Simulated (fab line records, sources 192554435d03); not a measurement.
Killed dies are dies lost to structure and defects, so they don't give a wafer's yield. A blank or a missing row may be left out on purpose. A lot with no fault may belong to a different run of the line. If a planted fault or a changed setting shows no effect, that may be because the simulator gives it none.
Comparing a struck lot with a sound one + flow n5 finfet + 36 out of 1938 route steps
Sound: the wafers L411.1, L411.3, L411.6. Struck: wafer L416.6. (L416.1 of the same lot was not struck and is left out.) The cause comes at the end.
Each step with rows lists, per side, the tool, then ch with its chambers, then its first start. Under that, the readings that differ: sound wafers + struck wafers + difference of the means + sigmas: that difference in standard deviations of wafers without a fault.
alike: a reading whose means differ by less than 2 such deviations, as well as words and numbers matching on both sides. not compared: withheld readings; readings where some wafer has no value; bounds like >300 that might hide an equal value; numbers whose values overlap and for which the record gives no deviation.
The two part at a step that has a row with sigmas, a row that says differs or no value, or rows on one side only. Numbers that don't overlap but have no deviation are shown without sigmas and don't part them. A reading that every wafer of one side lacks parts them only if that side has two wafers or more.

first, 9 steps without rows for these wafers: N5_BEOL_M4_ANNEAL_95 (time 240 s); N5_BEOL_M4_SPUTTER_96 (material Cu, target thk 4.5 nm, time 8.29 s); N5_BEOL_M4_ECD_50 (material Cu, target thk 300 nm); N5_BEOL_M4_ANNEAL_51 (time 90 s); N5_BEOL_M4_CMP_52 (polishes, stops on SiOC, t overpolish 6.8 s, target thk 40 nm); N5_BEOL_M4_PRE_CLEAN_60 (time 15 s); N5_BEOL_M4_CO_CAP_55 (material Co, precursor CCTBA/H2, target thk 2 nm, time 102.1 s); N5_BEOL_M4_PRE_CLEAN_56 (time 15 s); N5_BEOL_M4_DEP_57 (deposits SiCN from 3MS/NH3, target thk 8 nm, time 14 s).
N5_BEOL_M4_RC_MEAS_101:
  sound on prober-01 ch 0, day 10 10:50; struck on prober-02 ch 0, day 11 18:20
| reading       | sound          | struck | difference | sigmas |
|---------------|----------------|--------|------------|--------|
| SS_N (mV/dec) | 70.6 71.5 70.1 | 72.7   | +2.0       | +3     |
  alike: DIBL_N, DIBL_P, IOFF_N, IOFF_P, ION_N, ION_P, SS_P, VT_N, VT_P
then, 24 steps without rows for these wafers: N5_BEOL_M5_ILD_DEP_00 (deposits SiCOH lowk from DEMS/porogen, target thk 140.64 nm, time 25.9 s); N5_BEOL_M5_CURE_79 (cures SiCOH lowk, time 240 s); N5_BEOL_M5_PECVD_70 (deposits SiO2 from TEOS/O2, target thk 16 nm, time 18 s); N5_BEOL_M5_HM_DEP_02 (deposits TiN, target thk 20 nm); N5_BEOL_M5_COAT_59 (time 60 s, resist thk 60 nm); N5_BEOL_M5_COAT_60 (time 60 s, resist thk 12 nm); N5_BEOL_M5_COAT_71 (time 60 s, resist thk 5 nm); N5_BEOL_M5_COAT_05 (resist thk 30 nm); N5_BEOL_M5_EBR_07; N5_BEOL_M5_SOFTBAKE_06 (time 60 s); N5_BEOL_M5_EXPOSE_08 (exposes mask M5, target cd 28 nm); N5_BEOL_M5_PEB_09 (peb time 60 s); N5_BEOL_M5_DEVELOP_10 (develop time 30 s); N5_BEOL_M5_DESCUM_16 (chemistry O2, time 7 s); N5_BEOL_M5_ETCH_72 (etches underlayer in N2/H2, target depth 6.5 nm, time 5.2 s); N5_BEOL_M5_ETCH_61 (etches SiARC in CF4, target depth 15.6 nm, time 26 s); N5_BEOL_M5_ETCH_62 (etches SOC in N2/H2, target depth 75 nm, overetch 15 nm, time 112.5 s); N5_BEOL_M5_STRIP_63 (strips in N2/H2); N5_BEOL_M5_STRIP_73 (strips in N2/H2); N5_BEOL_M5_STRIP_64 (strips in CF4); N5_BEOL_M5_HM_OPEN_17 (chemistry Cl2/BCl3, target TiN, target depth 20 nm, overetch 6 nm); N5_BEOL_M5_STRIP_19 (strips in O2); N5_BEOL_M5_COAT_65 (time 60 s, resist thk 60 nm); N5_BEOL_M5_COAT_66 (time 60 s, resist thk 12 nm).
-- here the record skips 2 days between the struck wafers' starts before and after, leaving off in module BEOL_M5 and picking up in module BEOL_M10 (first step shown: number 1509 of the route) --
N5_BEOL_M10_VIA_ETCH_34: etches SiCOH lowk in C4F6/O2, target depth 184.5 nm, time 69.2 s.
  sound on rie diel-05 ch 0,3, day 12 17:53; struck on rie diel-05 ch 0, day 14 03:35
| reading                                   | sound             | struck | difference | sigmas |
|-------------------------------------------|-------------------|--------|------------|--------|
| oes product au (a.u.)                     | 0.73 0.88 0.73    | 0.54   | -0.24      | -3     |
| model.etch.depth nm (nm)                  | 185.3 192.2 187.4 | 110    | -78        |        |
| model.SOC_of_BEOL_M10_COAT_63.thk nm (nm) | 92.2 91.8 92.4    | 95.4   | +3.3       |        |
  alike: drypump motor current A, rf vpp V, showerhead plenum p Torr, throttle valve pct
  not compared: rf hours counter h
-- here the record skips 2 days between the struck wafers' starts before and after, leaving off in module BEOL_M10 and picking up in module PASSIVATION (first step shown: number 1936 of the route) --
N5_PASSIVATION_PROBE_49:
  struck on prober-02, day 16 12:00; sound on prober-02, day 15 00:37
| reading                  | sound          | struck | difference | sigmas      |
|--------------------------|----------------|--------|------------|-------------|
| defect limited yield (%) | 90.2 89.5 91.4 | 0      | -90        | -53         |
| killed_at_M4_up          | 19 9 12        | 1104   | +1091      | +99 or more |
| killed dies              | 116 124 102    | 1180   | +1066      | +51         |
| killed on rim            | 16 9 16        | 152    | +138       | +31         |
| sort_bin_5_function (%)  | 4.9 6.8 4.9    | 97.2   | +91.7      | +76         |
| sort n pass              | 1064 1056 1078 | 0      | -1066      | -51         |
| sort yield pct (%)       | 90.2 89.5 91.4 | 0      | -90        | -50         |
  alike: killed_at_M0_to_M3, killed at contacts, killed at front end, killed at other, killed open, killed short, sort_bin_6_memory

WHERE THEY PART
Earliest at N5_BEOL_M4_RC_MEAS_101; latest, in this record, at N5_PASSIVATION_PROBE_49.

WHY: what the simulator had put in
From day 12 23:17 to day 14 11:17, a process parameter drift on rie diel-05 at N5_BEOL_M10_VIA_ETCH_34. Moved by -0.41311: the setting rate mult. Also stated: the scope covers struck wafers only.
